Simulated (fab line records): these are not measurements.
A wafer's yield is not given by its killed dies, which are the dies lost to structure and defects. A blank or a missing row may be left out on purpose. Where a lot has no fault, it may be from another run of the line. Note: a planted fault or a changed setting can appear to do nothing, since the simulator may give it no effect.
The tool behind it: which one?    flow nand-harc    14 lots with 42 wafers sampled at 5 steps, on a route of 1159 steps

WHAT EACH GAUGE READ, for each wafer
NHARC_END_SORT_01. Usual: killed-at-array 28, standard deviation 10; killed-at-other 0.6, standard deviation 1.1; killed-at-periphery 3.6, standard deviation 2.6; killed-dies 32, standard deviation 10; killed-open 3.3, standard deviation 1.8; killed-short 1.9, standard deviation 1.4.
lot   measured      on         killed-at-array  killed-at-other  killed-at-periphery  killed-dies  killed-open  killed-short  flag
L677  day 19 11:27  prober-02  28 32 30         0 0 0            3 1 1                31 33 31     3 3 1        2 3 3         
L679  day 20 08:23  prober-01  19 17 13         0 2 1            8 7 9                27 26 23     3 6 5        1 2 3         
L680  day 20 01:16  prober-02  30 26 22         0 0 0            2 3 3                32 29 25     2 5 3        1 0 1         
L685  day 21 13:19  prober-01  12 27 16         0 3 3            3 0 4                15 30 23     3 6 3        1 2 4         
L682  day 21 13:20  prober-02  25 30 25         0 2 0            6 5 4                31 37 29     3 5 4        3 3 2         
L681  day 22 01:16  prober-02  37 41 38         0 0 1            0 1 1                37 42 40     2 3 1        3 1 3         
L687  day 22 09:44  prober-02  31 24 21         1 0 0            2 2 3                34 26 24     2 2 3        1 1 2         
L689  day 23 07:10  prober-02  43 51 49         1 1 0            2 1 1                46 53 50     3 2 7        1 1 1         
L686  day 23 06:19  prober-01  11 17 18         0 0 0            5 2 4                16 19 22     3 4 1        2 4 0         
L690  day 22 19:11  prober-01  24 29 22         1 2 1            6 6 10               31 37 33     2 4 5        3 1 1         
L692  day 23 16:33  prober-01  28 34 34         0 0 0            3 1 0                31 35 34     4 1 5        3 5 1         
L691  day 23 19:49  prober-02  21 21 25         0 0 0            3 5 6                24 26 31     5 3 3        1 1 4         
L693  day 24 05:13  prober-02  19 21 16         0 0 0            6 5 0                25 26 16     5 2 0        1 2 0         
L698  day 25 03:16  prober-01  20 17 17         0 0 1            4 3 5                24 20 23     6 3 3        4 1 2         

TOOL THAT RAN EACH LOT (tool first, then ch and the chambers of the sampled wafers, then the start)
lot   NHARC_A_STAIRCASE_ETCH_294                     NHARC_A_STAIRCASE_DEP_417        NHARC_A_STAIRCASE_ALD_420         NHARC_A_STAIRCASE_DEP_151
L677  rie-diel-05 ch 1,2, day 12 10:30 or earlier    pecvd-01 ch 0,1,2, day 12 10:30  ald-hk-02 ch 0,2,3, day 12 14:37  pecvd-01 ch 0,1,2, day 12 19:53
L679  rie-diel-07 ch 0,2,3, day 12 18:16 or earlier  pecvd-01 ch 0,1, day 12 18:16    ald-hk-01 ch 0,2,3, day 12 22:19  pecvd-04 ch 1,2, day 13 06:26
L680  rie-diel-07 ch 0,2, day 13 03:31 or earlier    pecvd-03 ch 0,1, day 13 03:31    ald-hk-01 ch 0,1,2, day 13 07:24  pecvd-04 ch 0,1, day 13 15:31
L685  rie-diel-13 ch 1,2,3, day 14 06:33 or earlier  pecvd-01 ch 1,2, day 14 06:33    ald-hk-01 ch 2,3, day 14 10:35    pecvd-03 ch 0,2, day 14 16:04
L682  rie-diel-05 ch 0,1,3, day 14 09:13 or earlier  pecvd-04 ch 1,2, day 14 09:13    ald-hk-01 ch 1,2,3, day 14 11:22  pecvd-04 ch 0,2, day 14 22:30
L681  rie-diel-07 ch 0,2,3, day 14 09:19 or earlier  pecvd-03 ch 0,2, day 14 09:19    ald-hk-01 ch 0,1,3, day 14 13:25  pecvd-01 ch 1,2, day 14 22:24
L687  rie-diel-07 ch 2,3, day 15 13:38 or earlier    pecvd-03 ch 0,1, day 15 13:38    ald-hk-01 ch 0,2,3, day 15 17:23  pecvd-03 ch 1,2, day 16 04:03
L689  rie-diel-07 ch 1,2,3, day 15 17:03 or earlier  pecvd-01 ch 0,1,2, day 15 17:03  ald-hk-02 ch 2,3, day 15 22:39    pecvd-01 ch 0,1,2, day 16 07:17
L686  rie-diel-13 ch 0,1,2, day 15 18:50 or earlier  pecvd-03 ch 0,1,2, day 15 18:50  ald-hk-01 ch 0,2,3, day 15 22:39  pecvd-04 ch 0,1,2, day 16 07:14
L690  rie-diel-13 ch 0,3, day 15 20:47 or earlier    pecvd-04 ch 0,2, day 15 20:47    ald-hk-03 ch 0,1,2, day 15 22:55  pecvd-03 ch 0,2, day 16 07:23
L692  rie-diel-07 ch 0,3, day 16 02:24 or earlier    pecvd-04 ch 0,1,2, day 16 02:24  ald-hk-01 ch 0,1, day 16 06:02    pecvd-04 ch 0,1,2, day 16 14:32
L691  rie-diel-13 ch 1,2, day 16 02:37 or earlier    pecvd-04 ch 0,1, day 16 02:37    ald-hk-02 ch 0,1,3, day 16 06:22  pecvd-03 ch 1,2, day 16 14:21
L693  rie-diel-07 ch 0,1,3, day 16 10:42 or earlier  pecvd-01 ch 0,1, day 16 10:42    ald-hk-01 ch 0,1,2, day 16 14:39  pecvd-01 ch 1,2, day 16 22:54
L698  rie-diel-05 ch 2,3, day 17 18:23 or earlier    pecvd-04 ch 1,2, day 17 18:23    ald-hk-02 ch 0,1,3, day 17 22:49  pecvd-03 ch 1,2, day 18 07:53
- NHARC_A_STAIRCASE_ETCH_294: etches the open film in C4F8/O2/Ar, target depth 4992 nm, time 1212.4 s.
- NHARC_A_STAIRCASE_DEP_417: deposits Si3N4, target thk 60 nm.
- NHARC_A_STAIRCASE_ALD_420: deposits SiO2, target thk 20 nm, pulse time 6 s, ald cycles 200.
- NHARC_A_STAIRCASE_DEP_151: deposits SiO2, target thk 3800 nm.

WHAT THE TOOLS THEMSELVES READ (means of the sampled wafers that have a number; where no wafer has one, the mark that the record gives instead)
NHARC_A_STAIRCASE_ETCH_294. Usual: oes-product-au 0.934 a.u., standard deviation 0.013; rf-vpp-V 1832 V, standard deviation 11.
lot   tool         oes-product-au (a.u.)  rf-vpp-V (V)  flag
L677  rie-diel-05  0.943                  1842          
L679  rie-diel-07  0.937                  1834          
L680  rie-diel-07  0.944                  1839          
L685  rie-diel-13  0.943                  1827          
L682  rie-diel-05  0.936                  1830          
L681  rie-diel-07  0.946                  1834          
L687  rie-diel-07  0.939                  1828          
L689  rie-diel-07  0.934                  1827          
L686  rie-diel-13  0.919                  1833          
L690  rie-diel-13  0.926                  1830          
L692  rie-diel-07  0.915                  1835          
L691  rie-diel-13  0.949                  1832          
L693  rie-diel-07  0.918                  1834          
L698  rie-diel-05  0.941                  1827          

NHARC_A_STAIRCASE_DEP_417. Usual: 744 W for heater-power-w, sd 100.
lot   tool      heater-power-w (W)  flag
L677  pecvd-01  690                 
L679  pecvd-01  757                 
L680  pecvd-03  707                 
L685  pecvd-01  749                 
L682  pecvd-04  699                 
L681  pecvd-03  708                 
L687  pecvd-03  652                 
L689  pecvd-01  712                 
L686  pecvd-03  686                 
L690  pecvd-04  829                 
L692  pecvd-04  813                 
L691  pecvd-04  942                 
L693  pecvd-01  718                 
L698  pecvd-04  732                 

NHARC_A_STAIRCASE_ALD_420. Usual: heater-power-w 468 W, standard deviation 37; precursor-pulse-height-rel 1.001, standard deviation 0.021.
lot   tool       heater-power-w (W)  precursor-pulse-height-rel  flag
L677  ald-hk-02  480                 1.012                       
L679  ald-hk-01  468                 0.991                       
L680  ald-hk-01  471                 0.989                       
L685  ald-hk-01  484                 1.007                       
L682  ald-hk-01  449                 0.988                       
L681  ald-hk-01  437                 0.997                       
L687  ald-hk-01  474                 0.999                       
L689  ald-hk-02  489                 0.971                       
L686  ald-hk-01  476                 0.981                       
L690  ald-hk-03  445                 1.006                       
L692  ald-hk-01  460                 0.998                       
L691  ald-hk-02  471                 0.975                       
L693  ald-hk-01  472                 1.017                       
L698  ald-hk-02  467                 1.008                       

NHARC_A_STAIRCASE_DEP_151. Usual: 664 W for heater-power-w, sd 96.
lot   tool      heater-power-w (W)  flag
L677  pecvd-01  581                 
L679  pecvd-04  634                 
L680  pecvd-04  810                 
L685  pecvd-03  603                 
L682  pecvd-04  778                 
L681  pecvd-01  675                 
L687  pecvd-03  672                 
L689  pecvd-01  638                 
L686  pecvd-04  821                 
L690  pecvd-03  626                 
L692  pecvd-04  696                 
L691  pecvd-03  629                 
L693  pecvd-01  577                 
L698  pecvd-03  608                 

THE ANSWER, worked out from the rows above alone
Rule: a lot counts as off when the mean over its wafers that have a number is more than 3 standard deviations away from the usual mean. Also off: a lot with no number at a reading for which 4 or more lots have one. Any other lot the step has rows for is counted as sound. The gauges are gone through in route order, then the tools' own readings, and for those a lot's mean is taken as printed above. At the first step where some lot is off, the reading lying furthest off is the one used; lots without a number count as furthest.
No lot is off at any reading shown: from this, nothing can be told.

WHAT HAD BEEN PUT IN BY THE SIMULATOR
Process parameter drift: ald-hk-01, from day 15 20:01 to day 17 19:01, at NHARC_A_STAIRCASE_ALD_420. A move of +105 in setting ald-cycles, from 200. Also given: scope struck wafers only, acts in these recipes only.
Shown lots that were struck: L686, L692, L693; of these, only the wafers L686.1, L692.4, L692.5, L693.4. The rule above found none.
